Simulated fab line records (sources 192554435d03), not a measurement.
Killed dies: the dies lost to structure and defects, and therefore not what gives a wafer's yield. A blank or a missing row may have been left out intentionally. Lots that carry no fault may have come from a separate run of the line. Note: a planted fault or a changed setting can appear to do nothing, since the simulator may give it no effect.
Matching of chambers :: flow n5Finfet :: N5_BEOL_M10_PECVD_70 on pecvd-02 has 3 sister chambers
The step deposits SiO2 from TEOS/O2, target thk 20 nm, time 22.7 s. 14 wafers are shown with their chamber, then 7 later ones without.

WAFERS, EACH WITH ITS CHAMBER
wafer: L079.2
chamber: 0
throttleValvePct (%): 22.8
showerheadPlenumPTorr (Torr): 8.81
heaterPowerW (W): 835

wafer: L079.4
chamber: 2
throttleValvePct (%): 21.3
showerheadPlenumPTorr (Torr): 8.79
heaterPowerW (W): 750

wafer: L079.5
chamber: 0
throttleValvePct (%): 23.0
showerheadPlenumPTorr (Torr): 8.80
heaterPowerW (W): 814

wafer: L080.3
chamber: 1
throttleValvePct (%): 21.5
showerheadPlenumPTorr (Torr): 8.73
heaterPowerW (W): 613

wafer: L080.5
chamber: 0
throttleValvePct (%): 22.9
showerheadPlenumPTorr (Torr): 8.80
heaterPowerW (W): 813

wafer: L080.6
chamber: 1
throttleValvePct (%): 21.8
showerheadPlenumPTorr (Torr): 8.74
heaterPowerW (W): 600

wafer: L084.2
chamber: 0
throttleValvePct (%): 23.0
showerheadPlenumPTorr (Torr): 8.81
heaterPowerW (W): 730

wafer: L084.3
chamber: 2
throttleValvePct (%): 21.1
showerheadPlenumPTorr (Torr): 8.81
heaterPowerW (W): 700

wafer: L084.6
chamber: 2
throttleValvePct (%): 20.9
showerheadPlenumPTorr (Torr): 8.82
heaterPowerW (W): 758

wafer: L082.1
chamber: 1
throttleValvePct (%): 21.4
showerheadPlenumPTorr (Torr): 8.72
heaterPowerW (W): 538

wafer: L082.4
chamber: 0
throttleValvePct (%): 22.8
showerheadPlenumPTorr (Torr): 8.81
heaterPowerW (W): 853

wafer: L082.5
chamber: 2
throttleValvePct (%): 21.3
showerheadPlenumPTorr (Torr): 8.82
heaterPowerW (W): 758

wafer: L090.3
chamber: 2
throttleValvePct (%): 21.0
showerheadPlenumPTorr (Torr): 8.80
heaterPowerW (W): 732

wafer: L090.5
chamber: 0
throttleValvePct (%): 22.7
showerheadPlenumPTorr (Torr): 8.81
heaterPowerW (W): 760

SIGNATURES (averages over the wafers above)
reading: throttleValvePct
chamber 0: 22.867
chamber 1: 21.567
chamber 2: 21.120
scatter within a chamber: 0.162

reading: showerheadPlenumPTorr
chamber 0: 8.8067
chamber 1: 8.7300
chamber 2: 8.8080
scatter within a chamber: 0.0096

reading: heaterPowerW
chamber 0: 800.83
chamber 1: 583.67
chamber 2: 739.60
scatter within a chamber: 38.8
Rule: a wafer's distance from a chamber is the root of the sum, over the readings, of the square of ((its reading less the chamber's mean) divided by the reading's scatter). If the next closest chamber is less than 2 further off than the closest, the wafer can't be placed; otherwise it belongs to the closest. The scatter: the root of (the sum of the squares of (reading less its chamber's mean) over the shown wafers, divided by (wafers less chambers)).

WAFERS WHOSE CHAMBER IS MISSING
wafer: L090.6
throttleValvePct (%): 21.5
showerheadPlenumPTorr (Torr): 8.74
heaterPowerW (W): 650

wafer: L095.3
throttleValvePct (%): 21.2
showerheadPlenumPTorr (Torr): 8.82
heaterPowerW (W): 638

wafer: L095.4
throttleValvePct (%): 21.6
showerheadPlenumPTorr (Torr): 8.74
heaterPowerW (W): 592

wafer: L095.5
throttleValvePct (%): 21.4
showerheadPlenumPTorr (Torr): 8.82
heaterPowerW (W): 648

wafer: L097.1
throttleValvePct (%): 21.7
showerheadPlenumPTorr (Torr): 8.79
heaterPowerW (W): 653

wafer: L097.2
throttleValvePct (%): 22.8
showerheadPlenumPTorr (Torr): 8.80
heaterPowerW (W): 700

wafer: L097.3
throttleValvePct (%): 21.6
showerheadPlenumPTorr (Torr): 8.74
heaterPowerW (W): 587

WHICH CHAMBER EACH ONE RAN IN
wafer: L090.6
from the rows above: 1
in truth: 1

wafer: L095.3
from the rows above: 2
in truth: 2

wafer: L095.4
from the rows above: 1
in truth: 1

wafer: L095.5
from the rows above: 2
in truth: 2

wafer: L097.1
from the rows above: can't be placed: 2 or 1
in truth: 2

wafer: L097.2
from the rows above: 0
in truth: 0

wafer: L097.3
from the rows above: 1
in truth: 1
Placed correctly: 6 of 7. Unplaceable from these rows: 1, with the true chamber sitting among the candidates in 1. 0 placed wrongly.
